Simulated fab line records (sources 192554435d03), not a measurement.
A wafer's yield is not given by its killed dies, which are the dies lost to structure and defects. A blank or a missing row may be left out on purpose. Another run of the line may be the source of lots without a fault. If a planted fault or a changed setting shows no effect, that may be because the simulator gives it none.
fab line records ; flow n5Finfet
[record] lots = 7; wafers = 21
route steps=1938 shown BEOL_M7@1273 BEOL_M8@1335 BEOL_M9@1407 BEOL_M10@1500 BEOL_M11@1573
startH: hours from the record's opening day to when the first of the lot's shown wafers began ; waitH: hours from the lot's prior step to this one ; " the same as in the row above ; L1.1+2: several wafers, shown together as one row ; - no value, or no start was given ; * or withheld: withheld ; < > ~ a bound
route shown NAME@n: a module of which the file shows steps, and the number in the route of the first ; usual: average and standard deviation across the fault-free wafers ; same: alike in all rows ; chamber/n: place in a boat ; sites: each site's reading ; _std_site: standard deviation of those values ; _edge_site: the outer-site mean with the inner-site mean subtracted ; radiusMm: how far each site lies from the wafer's centre ; mask NAME#n: copy n ; behind: the most recent tool/chamber to have shaped the wafer ; hold: cause of the lot's hold/its duration in hours/its outcome ; device: the transistor (n, p or np) that didn't switch ; end of line: tests run on the same wafers once the route is complete ; step lacking rows: just its recipe ; killed: dies that structure and defects cost at the first sort, which is not the same as the wafer's yield ; map: a wafer's dies, x killed, . not, _ none there
set.NAME: the setting the step ran with; set.NAME@STEP: the setting that earlier step ran with ; model.NAME: the simulator's own value behind a step, which no gauge read
lots whose settings were changed on purpose; a table a step, a row a wafer
[[steps]]
[step N5_BEOL_M7_EXPOSE_08]
[recipe] maskId = M7; na = 1.35; sourceShape = dipole; sigmaInner = 0.817; sigmaOuter = 0.97; polarization = te; doseMj = 68.25
lot.wafer;tool;chamber;startH;waitH;mask;set.doseMj
L077.3+4;arfiScanner-03;0;304.56;-;M7#0;68.25
L077.5;arfiScanner-03;0;304.56;-;M7#0;65.56
L079.3+4+6;arfiScanner-03;0;304.60;-;M7#0;68.25
L080.2+3+6;arfiScanner-02;0;330.55;-;M7#0;63.29
L083.2+3+6;arfiScanner-02;0;333.42;-;M7#0;68.25
L087.3+4;arfiScanner-02;0;378.20;-;M7#0;70.75
L087.5;arfiScanner-02;0;378.20;-;M7#0;68.25
L090.2+4;arfiScanner-01;0;382.87;-;M7#0;63.29
L090.6;arfiScanner-01;0;382.87;-;M7#0;68.25
L094.2;arfiScanner-03;0;412.02;-;M7#0;68.25
L094.4+6;arfiScanner-03;0;412.02;-;M7#0;63.51
[step N5_BEOL_M7_PEB_09]
[recipe] pebTempC = withheld; pebTimeS = 60; resist = CAR-ArF
[step N5_BEOL_M7_DEVELOP_10]
[recipe] developTimeS = 30; developer = TMAH; resist = CAR-ArF; rinseLiquid = diw; dry = airSpin; devTempC = 23
[step N5_BEOL_M7_CD_MEAS_11]
[recipe] targetCdNm = 38.5; landingEnergyEv = 500; detector = seInlens; polarity = opening
[usual] cdNm = 38.8/0.64
lot.wafer;tool;chamber;startH;waitH;set.doseMj@BEOL_M7_EXPOSE_08;cdNm
L077.3;cdSem-01;0;304.68;-;68.25;39.2
L077.4;cdSem-01;0;304.68;-;68.25;38.7
L077.5;cdSem-01;0;304.68;-;65.56;37.3
L079.3;cdSem-02;0;304.72;-;68.25;38.6
L079.4;cdSem-02;0;304.72;-;68.25;38.8
L079.6;cdSem-02;0;304.72;-;68.25;38.4
L080.2;cdSem-01;0;330.67;-;63.29;35.2
L080.3;cdSem-01;0;330.67;-;63.29;33.7
L080.6;cdSem-01;0;330.67;-;63.29;35.1
L083.2;cdSem-03;0;333.54;-;68.25;39.0
L083.3;cdSem-03;0;333.54;-;68.25;37.9
L083.6;cdSem-03;0;333.54;-;68.25;38.6
L087.3;cdSem-02;0;378.32;-;70.75;41.0
L087.4;cdSem-02;0;378.32;-;70.75;40.4
L087.5;cdSem-02;0;378.32;-;68.25;38.8
L090.2;cdSem-01;0;382.99;-;63.29;35.8
L090.4;cdSem-01;0;382.99;-;63.29;36.2
L090.6;cdSem-01;0;382.99;-;68.25;39.1
L094.2;cdSem-02;0;412.14;-;68.25;39.8
L094.4;cdSem-02;0;412.14;-;63.51;36.6
L094.6;cdSem-02;0;412.14;-;63.51;36.0
[step N5_BEOL_M7_STRIP_68]
[recipe] chemistry = N2/H2; tempC = 40; n2FlowSccm = 200; h2FlowSccm = 200; rfFrequencyHz = 6e+07
[step N5_BEOL_M7_STRIP_67]
[recipe] chemistry = CF4; resist = SiARC; powerW = 300; biasPowerW = 75; pressureMtorr = 50; cf4FlowSccm = 150; rfFrequencyHz = 6e+07
[step N5_BEOL_M7_HM_OPEN_17]
[recipe] chemistry = Cl2/BCl3; targetDepthA = 200; overetchA = 60; target = TiN; maskMaterial = SOC; ionEnergyEv = 150; pressureMtorr = 10; icpW = 1000; biasW = 126; Cl2_flow_sccm = 53.25; bcl3FlowSccm = 21.75; Ar_flow_sccm = 25
lot.wafer;tool;chamber;startH;waitH;set.targetThkA@BEOL_M7_HM_DEP_02;model.etch.depthNm
L077.3;rieMetal-01;0;305.20;0.1;200;20.19
L077.4;rieMetal-01;1;305.20;0.1;191.3;19.36
L077.5;rieMetal-01;0;305.20;0.1;200;19.87
L079.3;rieMetal-02;1;305.25;0.1;200;20.54
L079.4;rieMetal-02;0;305.25;0.1;200;19.94
L079.6;rieMetal-02;1;305.25;0.1;200;20.46
L080.2;rieMetal-02;1;331.26;0.0;200;19.67
L080.3;rieMetal-02;1;331.26;0.0;174.6;17.44
L080.6;rieMetal-02;1;331.26;0.0;174.6;16.6
L083.2;rieMetal-02;1;333.91;0.0;200;19.98
L083.3;rieMetal-02;0;333.91;0.0;183.8;18.54
L083.6;rieMetal-02;1;333.91;0.0;183.8;18.38
L087.3;rieMetal-02;0;378.75;0.1;200;19.22
L087.4;rieMetal-02;0;378.75;0.1;200;20.3
L087.5;rieMetal-02;0;378.75;0.1;200;20.03
L090.2;rieMetal-01;1;383.49;0.0;200;19.84
L090.4;rieMetal-01;0;383.49;0.0;224;23.1
L090.6;rieMetal-01;0;383.49;0.0;200;20.66
L094.2;rieMetal-02;1;412.64;0.0;200;19.68
L094.4;rieMetal-02;1;412.64;0.0;200;19.75
L094.6;rieMetal-02;1;412.64;0.0;200;19.66
[step N5_BEOL_M7_STRIP_19]
[recipe] chemistry = O2; powerW = 400; tempC = 40; pressureMtorr = 30; rfFrequencyHz = 6e+07; biasPowerW = 0; overashFraction = 0.2; o2FlowSccm = 225
[step N5_BEOL_M7_CD_MEAS_18]
[recipe] pitchNm = 80; targetCdNm = 40
[usual] cdNm = 40.4/0.76
lot.wafer;tool;chamber;startH;waitH;set.doseMj@BEOL_M7_EXPOSE_08;cdNm
L077.3;cdSem-03;-;305.52;0.1;68.25;40.3
L077.4;cdSem-03;-;305.52;0.1;68.25;40.8
L077.5;cdSem-03;-;305.52;0.1;65.56;38.3
L079.3;cdSem-02;-;305.56;0.1;68.25;39.8
L079.4;cdSem-02;-;305.56;0.1;68.25;39.8
L079.6;cdSem-02;-;305.56;0.1;68.25;40.2
L080.2;cdSem-02;-;331.45;0.1;63.29;35.8
L080.3;cdSem-02;-;331.45;0.1;63.29;35.6
L080.6;cdSem-02;-;331.45;0.1;63.29;36.3
L083.2;cdSem-02;-;334.19;0.1;68.25;40.8
L083.3;cdSem-02;-;334.19;0.1;68.25;39.8
L083.6;cdSem-02;-;334.19;0.1;68.25;40.1
L087.3;cdSem-02;-;378.96;0.1;70.75;43.0
L087.4;cdSem-02;-;378.96;0.1;70.75;42.0
L087.5;cdSem-02;-;378.96;0.1;68.25;41.1
L090.2;cdSem-03;-;383.68;0.1;63.29;37.2
L090.4;cdSem-03;-;383.68;0.1;63.29;38.3
L090.6;cdSem-03;-;383.68;0.1;68.25;40.7
L094.2;cdSem-02;-;412.82;0.1;68.25;40.9
L094.4;cdSem-02;-;412.82;0.1;63.51;38.2
L094.6;cdSem-02;-;412.82;0.1;63.51;37.0
[step N5_BEOL_M7_COAT_63]
[recipe] resist = SOC; tempC = 250; timeS = 60; spinRpm = 1500; resistThkNm = 60
[step N5_BEOL_M7_COAT_64]
[recipe] resist = SiARC; tempC = 220; timeS = 60; spinRpm = 1500; resistThkNm = 12
[step N5_BEOL_M7_PRECLEAN_42]
[recipe] chemistry = residueRemover; timeS = 60; tempC = 40
[step N5_BEOL_M7_SRD_43]
[recipe] timeS = 30; tempC = 23; rinseLiquid = diw; dry = ipaMarangoni
[step N5_BEOL_M7_CD_MEAS_35]
[recipe] targetCdNm = 40; polarity = opening
[usual] cdNm = 40.4/0.79
lot.wafer;tool;chamber;startH;waitH;set.doseMj@BEOL_M7_EXPOSE_08;cdNm
L077.3;cdSem-02;-;306.70;0.0;68.25;40.5
L077.4;cdSem-02;-;306.70;0.0;68.25;41.4
L077.5;cdSem-02;-;306.70;0.0;65.56;38.4
L079.3;cdSem-02;-;306.91;0.0;68.25;39.7
L079.4;cdSem-02;-;306.91;0.0;68.25;40.0
L079.6;cdSem-02;-;306.91;0.0;68.25;40.0
L080.2;cdSem-01;-;332.62;0.0;63.29;35.3
L080.3;cdSem-01;-;332.62;0.0;63.29;35.5
L080.6;cdSem-01;-;332.62;0.0;63.29;35.8
L083.2;cdSem-03;-;335.70;0.0;68.25;40.4
L083.3;cdSem-03;-;335.70;0.0;68.25;39.5
L083.6;cdSem-03;-;335.70;0.0;68.25;40.5
L087.3;cdSem-03;-;380.13;0.0;70.75;43.2
L087.4;cdSem-03;-;380.13;0.0;70.75;41.8
L087.5;cdSem-03;-;380.13;0.0;68.25;41.0
L090.2;cdSem-02;-;385.11;0.0;63.29;37.2
L090.4;cdSem-02;-;385.11;0.0;63.29;38.5
L090.6;cdSem-02;-;385.11;0.0;68.25;40.8
L094.2;cdSem-03;-;413.93;0.0;68.25;40.7
L094.4;cdSem-03;-;413.93;0.0;63.51;38.2
L094.6;cdSem-03;-;413.93;0.0;63.51;37.4
[step N5_BEOL_M8_PECVD_70]
[recipe] material = SiO2; targetThkA = 200; tempC = 400; precursor = TEOS/O2; pressureTorr = 5.5; rfW = 450; teosFlowSccm = 53.8; gas = O2; flowSccm = 3000; timeS = 22.7
lot.wafer;tool;chamber;startH;waitH;set.tempC;model.SiO2_of_BEOL_M8_PECVD_70.thkNm
L077.3;pecvd-01;0;310.09;0.0;400;20.2
L077.4;pecvd-01;0;310.09;0.0;400;20.4
L077.5;pecvd-01;1;310.09;0.0;400;20.6
L079.3;pecvd-03;2;310.70;0.0;400;19.8
L079.4+6;pecvd-03;2,0;310.70;0.0;400;20
L080.2;pecvd-02;2;336.17;0.0;400;19.6
L080.3;pecvd-02;0;336.17;0.0;400;19.2
L080.6;pecvd-02;0;336.17;0.0;400;19.8
L083.2;pecvd-02;1;339.86;0.0;390.3;21
L083.3;pecvd-02;0;339.86;0.0;390.3;20.8
L083.6;pecvd-02;2;339.86;0.0;400;20
L087.3;pecvd-03;1;383.73;0.0;400;19.8
L087.4;pecvd-03;0;383.73;0.0;384.2;22.2
L087.5;pecvd-03;2;383.73;0.0;400;20.2
L090.2+6;pecvd-02;2;389.74;0.0;390.9;21.2
L090.4;pecvd-02;1;389.74;0.0;390.9;21.6
L094.2;pecvd-02;2;416.88;0.0;408.8;18.6
L094.4;pecvd-02;0;416.88;0.0;408.8;18.8
L094.6;pecvd-02;2;416.88;0.0;400;19.8
[step N5_BEOL_M9_COAT_60]
[recipe] resist = SiARC; tempC = 220; timeS = 60; spinRpm = 1500; resistThkNm = 30
lot.wafer;tool;chamber;startH;waitH;set.spinRpm;model.SiARC_of_BEOL_M9_COAT_60.thkNm
L077.3+4;lithoTrack-03;0;-;-;1500;30
L077.5;lithoTrack-03;0;-;-;1611;29
L079.3+4+6;lithoTrack-01;0;-;-;1500;30
L080.2;lithoTrack-04;0;-;-;1647;28.8
L080.3;lithoTrack-04;0;-;-;1500;30.2
L080.6;lithoTrack-04;0;-;-;1647;28.6
L083.2+3+6;lithoTrack-04;0;-;-;1500;30
L087.3;lithoTrack-04;0;-;-;1643;28.6
L087.4+5;lithoTrack-04;0;-;-;1500;30
L090.2;lithoTrack-01;0;-;-;1543;29.4
L090.4+6;lithoTrack-01;0;-;-;1500;30
L094.2;lithoTrack-04;0;-;-;1500;30
L094.4+6;lithoTrack-04;0;-;-;1457;30.4
[step N5_BEOL_M9_COAT_05]
[recipe] resist = CAR-ArF; spinRpm = 1500; resistThkNm = 90
lot.wafer;tool;chamber;startH;waitH;set.spinRpm;model.CAR-ArF_of_BEOL_M9_COAT_05.thkNm
L077.3;lithoTrack-03;0;-;-;1500;89.8
L077.4+5;lithoTrack-03;0;-;-;1383;93.6
L079.3+4+6;lithoTrack-01;0;-;-;1500;90.2
L080.2;lithoTrack-04;0;-;-;1500;90
L080.3;lithoTrack-04;0;-;-;1545;88.6
L080.6;lithoTrack-04;0;-;-;1500;90.4
L083.2+3;lithoTrack-04;0;-;-;1500;89.6
L083.6;lithoTrack-04;0;-;-;1500;90
L087.3;lithoTrack-04;0;-;-;1500;89.8
L087.4;lithoTrack-04;0;-;-;1585;87.6
L087.5;lithoTrack-04;0;-;-;1500;90
L090.2;lithoTrack-01;0;-;-;1500;90
L090.4;lithoTrack-01;0;-;-;1500;89.8
L090.6;lithoTrack-01;0;-;-;1574;87.6
L094.2;lithoTrack-04;0;-;-;1629;86.2
L094.4;lithoTrack-04;0;-;-;1500;90.2
L094.6;lithoTrack-04;0;-;-;1629;86.6
[step N5_BEOL_M9_EBR_07]
[recipe] solvent = PGMEA; ebrWidthMm = 1.5
[step N5_BEOL_M9_SOFTBAKE_06]
[recipe] tempC = 110; timeS = 60; resist = CAR-ArF
[step N5_BEOL_M9_DESCUM_16]
[recipe] chemistry = O2; timeS = 7.9; sourcePowerW = 50; biasPowerW = 20; pressureMtorr = 20; rfFrequencyHz = 2.712e+07; tempC = 40; resist = CAR-ArF; o2FlowSccm = 225
lot.wafer;tool;chamber;startH;waitH;set.spinRpm@BEOL_M9_COAT_05;model.CAR-ArF_of_BEOL_M9_COAT_05.thkNm
L077.3;rieDiel-02;3;327.75;0.3;1500;83.2
L077.4;rieDiel-02;1;327.75;0.3;1383;86.8
L077.5;rieDiel-02;2;327.75;0.3;1383;87.2
L079.3;rieDiel-03;0;327.75;0.3;1500;83.4
L079.4;rieDiel-03;2;327.75;0.3;1500;83.6
L079.6;rieDiel-03;3;327.75;0.3;1500;83.8
L080.2;rieDiel-06;3;347.45;0.1;1500;83.4
L080.3;rieDiel-06;0;347.45;0.1;1545;82
L080.6;rieDiel-06;0;347.45;0.1;1500;84
L083.2;rieDiel-06;3;347.90;0.2;1500;83
L083.3;rieDiel-06;1;347.90;0.2;1500;83.2
L083.6;rieDiel-06;1;347.90;0.2;1500;83.4
L087.3;rieDiel-02;0;395.51;0.6;1500;83.2
L087.4;rieDiel-02;0;395.51;0.6;1585;80.8
L087.5;rieDiel-02;1;395.51;0.6;1500;83.4
L090.2+4;rieDiel-03;0,3;399.64;0.0;1500;83.2
L090.6;rieDiel-03;0;399.64;0.0;1574;80.8
L094.2;rieDiel-03;2;425.16;0.1;1629;79.6
L094.4;rieDiel-03;1;425.16;0.1;1500;83.6
L094.6;rieDiel-03;3;425.16;0.1;1629;80
[step N5_BEOL_M9_ETCH_61]
[recipe] chemistry = CF4; target = SiARC; targetDepthA = 390; maskMaterial = CAR-ArF; timeS = 65; ionEnergyEv = 80; pressureMtorr = 40; sourceW = 545; biasW = 36; Ar_flow_sccm = 100; cf4FlowSccm = 100; ends = cleared
lot.wafer;tool;chamber;startH;waitH;set.spinRpm@BEOL_M9_COAT_60;set.spinRpm@BEOL_M9_COAT_05;model.etch.depthNm;model.CAR-ArF_of_BEOL_M9_COAT_05.thkNm
L077.3;rieDiel-02;3;327.78;0.0;1500;1500;29.92;55.4
L077.4;rieDiel-02;1;327.78;0.0;1500;1383;29.95;59
L077.5;rieDiel-02;2;327.78;0.0;1611;1383;28.91;60.4
L079.3;rieDiel-03;0;327.79;0.0;1500;1500;30.04;55.4
L079.4;rieDiel-03;2;327.79;0.0;1500;1500;29.96;55.8
L079.6;rieDiel-03;3;327.79;0.0;1500;1500;29.93;55.8
L080.2;rieDiel-06;3;347.49;0.0;1647;1500;28.78;56.6
L080.3;rieDiel-06;0;347.49;0.0;1500;1545;30.12;54
L080.6;rieDiel-06;0;347.49;0.0;1647;1500;28.59;57.4
L083.2;rieDiel-06;3;347.93;0.0;1500;1500;29.93;55.2
L083.3;rieDiel-06;1;347.93;0.0;1500;1500;30.06;55.2
L083.6;rieDiel-06;1;347.93;0.0;1500;1500;30;55.6
L087.3;rieDiel-02;0;395.55;0.0;1643;1500;28.69;56.4
L087.4;rieDiel-02;0;395.55;0.0;1500;1585;29.97;53
L087.5;rieDiel-02;1;395.55;0.0;1500;1500;30.02;55.4
L090.2;rieDiel-03;0;399.67;0.0;1543;1500;29.46;55.8
L090.4;rieDiel-03;3;399.67;0.0;1500;1500;29.92;55.4
L090.6;rieDiel-03;0;399.67;0.0;1500;1574;29.94;53
L094.2;rieDiel-03;2;425.19;0.0;1500;1629;29.95;51.8
L094.4;rieDiel-03;1;425.19;0.0;1457;1500;30.47;55.2
L094.6;rieDiel-03;3;425.19;0.0;1457;1629;30.49;51.6
[step N5_BEOL_M9_EXPOSE_25]
[recipe] maskId = V8; na = 0.33; sourceShape = annular; sigmaInner = 0.4; sigmaOuter = 0.8; polarization = unpolarized; doseMj = 37.25
lot.wafer;tool;chamber;startH;waitH;mask;set.doseMj
L077.3;euvScanner-02;0;329.47;-;V8#0;40.04
L077.4+5;euvScanner-02;0;329.47;-;V8#0;37.25
L079.3+4+6;euvScanner-02;0;329.55;-;V8#0;37.25
L080.2;euvScanner-02;0;348.35;-;V8#0;37.25
L080.3+6;euvScanner-02;0;348.35;-;V8#0;38.78
L083.2+3+6;euvScanner-01;0;349.61;-;V8#0;37.25
L087.3+4+5;euvScanner-01;0;396.61;-;V8#0;37.25
L090.2+6;euvScanner-01;0;400.61;-;V8#0;35.99
L090.4;euvScanner-01;0;400.61;-;V8#0;37.25
L094.2+4;euvScanner-01;0;426.58;-;V8#0;37.25
L094.6;euvScanner-01;0;426.58;-;V8#0;35.05
[step N5_BEOL_M9_PEB_26]
[recipe] pebTempC = 100; pebTimeS = 60; resist = CAR-EUV
[step N5_BEOL_M9_DEVELOP_27]
[recipe] developTimeS = 30; developer = TMAH; resist = CAR-EUV; rinseLiquid = surfactantRinse; dry = airSpin; devTempC = 23
[step N5_BEOL_M9_CD_MEAS_28]
[recipe] targetCdNm = 70; landingEnergyEv = 500; detector = seInlens; polarity = opening
[usual] cdNm = 70.05/0.3
lot.wafer;tool;chamber;startH;waitH;set.doseMj@BEOL_M9_EXPOSE_25;cdNm
L077.3;cdSem-01;0;329.59;-;40.04;71.72
L077.4;cdSem-01;0;329.59;-;37.25;70.22
L077.5;cdSem-01;0;329.59;-;37.25;70.08
L079.3;cdSem-03;0;329.67;-;37.25;70.42
L079.4;cdSem-03;0;329.67;-;37.25;70.12
L079.6;cdSem-03;0;329.67;-;37.25;70.15
L080.2;cdSem-02;0;348.48;-;37.25;70.54
L080.3;cdSem-02;0;348.48;-;38.78;71.16
L080.6;cdSem-02;0;348.48;-;38.78;71.43
L083.2;cdSem-02;0;349.73;-;37.25;69.95
L083.3;cdSem-02;0;349.73;-;37.25;69.98
L083.6;cdSem-02;0;349.73;-;37.25;70.06
L087.3;cdSem-03;0;396.73;-;37.25;70.18
L087.4;cdSem-03;0;396.73;-;37.25;69.95
L087.5;cdSem-03;0;396.73;-;37.25;69.83
L090.2;cdSem-02;0;400.74;-;35.99;69.30
L090.4;cdSem-02;0;400.74;-;37.25;70.05
L090.6;cdSem-02;0;400.74;-;35.99;69.50
L094.2;cdSem-01;0;426.70;-;37.25;70.12
L094.4;cdSem-01;0;426.70;-;37.25;70.08
L094.6;cdSem-01;0;426.70;-;35.05;68.91
[step N5_BEOL_M10_PEB_26]
[recipe] pebTempC = withheld; pebTimeS = 60; resist = CAR-ArF
lot.wafer;tool;chamber;startH;waitH;set.pebTimeS
L077.3;lithoTrack-01;0;336.17;0.0;60
L077.4+5;lithoTrack-01;0;336.17;0.0;53.12
L079.3+4+6;lithoTrack-05;0;336.38;0.0;60
L083.2+6;lithoTrack-01;0;358.01;0.1;56.43
L083.3;lithoTrack-01;0;358.01;0.1;60
L080.2+3;lithoTrack-02;0;358.05;0.1;60
L080.6;lithoTrack-02;0;358.05;0.1;68.72
L087.3+4+5;lithoTrack-01;0;404.85;0.0;60
L090.2;lithoTrack-01;0;409.63;0.1;60
L090.4+6;lithoTrack-01;0;409.63;0.1;65.37
L094.2+6;lithoTrack-05;0;433.76;0.1;71.51
L094.4;lithoTrack-05;0;433.76;0.1;60
[step N5_BEOL_M10_DEVELOP_27]
[recipe] developTimeS = 30; developer = TMAH; resist = CAR-ArF; rinseLiquid = diw; dry = airSpin; devTempC = 23
[step N5_BEOL_M10_CD_MEAS_28]
[recipe] targetCdNm = 70; landingEnergyEv = 500; detector = seInlens; polarity = opening
[usual] cdNm = 69.9/1.6
lot.wafer;tool;chamber;startH;waitH;set.pebTimeS@BEOL_M10_PEB_26;cdNm
L077.3;cdSem-02;0;336.24;-;60;72.2
L077.4;cdSem-02;0;336.24;-;53.12;66.8
L077.5;cdSem-02;0;336.24;-;53.12;67.0
L079.3;cdSem-03;0;336.45;-;60;69.5
L079.4;cdSem-03;0;336.45;-;60;70.4
L079.6;cdSem-03;0;336.45;-;60;69.3
L083.2;cdSem-01;0;358.08;-;56.43;68.0
L083.3;cdSem-01;0;358.08;-;60;70.9
L083.6;cdSem-01;0;358.08;-;56.43;66.9
L080.2;cdSem-02;0;358.12;-;60;68.1
L080.3;cdSem-02;0;358.12;-;60;66.4
L080.6;cdSem-02;0;358.12;-;68.72;75.4
L087.3;cdSem-02;0;404.92;-;60;69.4
L087.4;cdSem-02;0;404.92;-;60;69.0
L087.5;cdSem-02;0;404.92;-;60;69.7
L090.2;cdSem-03;0;409.70;-;60;69.2
L090.4;cdSem-03;0;409.70;-;65.37;74.6
L090.6;cdSem-03;0;409.70;-;65.37;76.2
L094.2;cdSem-03;0;433.83;-;71.51;76.0
L094.4;cdSem-03;0;433.83;-;60;69.6
L094.6;cdSem-03;0;433.83;-;71.51;75.3
[step N5_BEOL_M11_ETCH_66]
[recipe] chemistry = N2/H2; target = SOC; targetDepthA = 1200; overetchA = 240; maskMaterial = SiARC; tempC = 40; timeS = 180; ionEnergyEv = 200; pressureMtorr = 30; sourceW = 840; biasW = 150; n2FlowSccm = 200; h2FlowSccm = 200
lot.wafer;tool;chamber;startH;waitH;set.timeS;model.SiARC_of_BEOL_M11_COAT_64.thkNm
L077.3;rieDiel-03;1;343.48;0.0;180;22.6
L077.4;rieDiel-03;2;343.48;0.0;180;22.8
L077.5;rieDiel-03;0;343.48;0.0;166;23.6
L079.3+4;rieDiel-03;0,2;346.53;0.0;180;22.6
L079.6;rieDiel-03;0;346.53;0.0;180;22.8
L083.2;rieDiel-03;0;366.17;0.0;180;22.8
L083.3;rieDiel-03;3;366.17;0.0;180;23
L083.6;rieDiel-03;0;366.17;0.0;155.6;23.8
L080.2+6;rieDiel-02;2;370.08;0.0;204.1;22
L080.3;rieDiel-02;3;370.08;0.0;180;22.6
L087.3;rieDiel-02;3;413.38;0.0;180;22.8
L087.4;rieDiel-02;1;413.38;0.0;180;22.6
L087.5;rieDiel-02;2;413.38;0.0;158.3;23.6
L090.2;rieDiel-06;0;417.49;0.0;208.8;21.2
L090.4;rieDiel-06;3;417.49;0.0;180;22.4
L090.6;rieDiel-06;0;417.49;0.0;180;22.6
L094.2;rieDiel-06;3;440.13;0.0;180;22.4
L094.4;rieDiel-06;1;440.13;0.0;150;24
L094.6;rieDiel-06;0;440.13;0.0;150;23.6
[[key]]
[split] step = N5_BEOL_M7_EXPOSE_08; setting = doseMj; stated = 68.25; by = wafer
[response] step = N5_BEOL_M7_CD_MEAS_11; reading = cdNm; change = +0.469; per = 1%; r = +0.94
[response] step = N5_BEOL_M7_CD_MEAS_18; reading = cdNm; change = +0.443; per = 1%; r = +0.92
[response] step = N5_BEOL_M7_CD_MEAS_35; reading = cdNm; change = +0.44; per = 1%; r = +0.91
[split] step = N5_BEOL_M8_PECVD_70; setting = tempC; stated = 400; by = wafer
[response] step = N5_BEOL_M8_PECVD_70; reading = model.SiO2_of_BEOL_M8_PECVD_70.thkNm; change = -0.505; per = 1%; r = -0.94
[split] step = N5_BEOL_M9_COAT_60; setting = spinRpm; stated = 1500; by = wafer
[response] step = N5_BEOL_M9_COAT_60; reading = model.SiARC_of_BEOL_M9_COAT_60.thkNm; change = -0.148; per = 1%; r = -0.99
[response] step = N5_BEOL_M9_ETCH_61; reading = model.etch.depthNm; change = -0.143; per = 1%; r = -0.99
[split] step = N5_BEOL_M9_COAT_05; setting = spinRpm; stated = 1500; by = wafer
[response] step = N5_BEOL_M9_COAT_05; reading = model.CAR-ArF_of_BEOL_M9_COAT_05.thkNm; change = -0.457; per = 1%; r = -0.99
[response] step = N5_BEOL_M9_DESCUM_16; reading = model.CAR-ArF_of_BEOL_M9_COAT_05.thkNm; change = -0.467; per = 1%; r = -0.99
[response] step = N5_BEOL_M9_ETCH_61; reading = model.CAR-ArF_of_BEOL_M9_COAT_05.thkNm; change = -0.509; per = 1%; r = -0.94
[split] step = N5_BEOL_M9_EXPOSE_25; setting = doseMj; stated = 37.25; by = wafer
[response] step = N5_BEOL_M9_CD_MEAS_28; reading = cdNm; change = +0.202; per = 1%; r = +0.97
[split] step = N5_BEOL_M10_PEB_26; setting = pebTimeS; stated = 60; by = wafer
[response] step = N5_BEOL_M10_CD_MEAS_28; reading = cdNm; change = +0.449; per = 1%; r = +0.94
[split] step = N5_BEOL_M11_ETCH_66; setting = timeS; stated = 180; by = wafer
[response] step = N5_BEOL_M11_ETCH_66; reading = model.SiARC_of_BEOL_M11_COAT_64.thkNm; change = -0.0746; per = 1%; r = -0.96
split outsideThisFile step=N5_BEOL_M7_HM_DEP_02 setting=targetThkA
// split outsideThisFile: this setting was split too, and the file shows its column; the key of that split is in another file
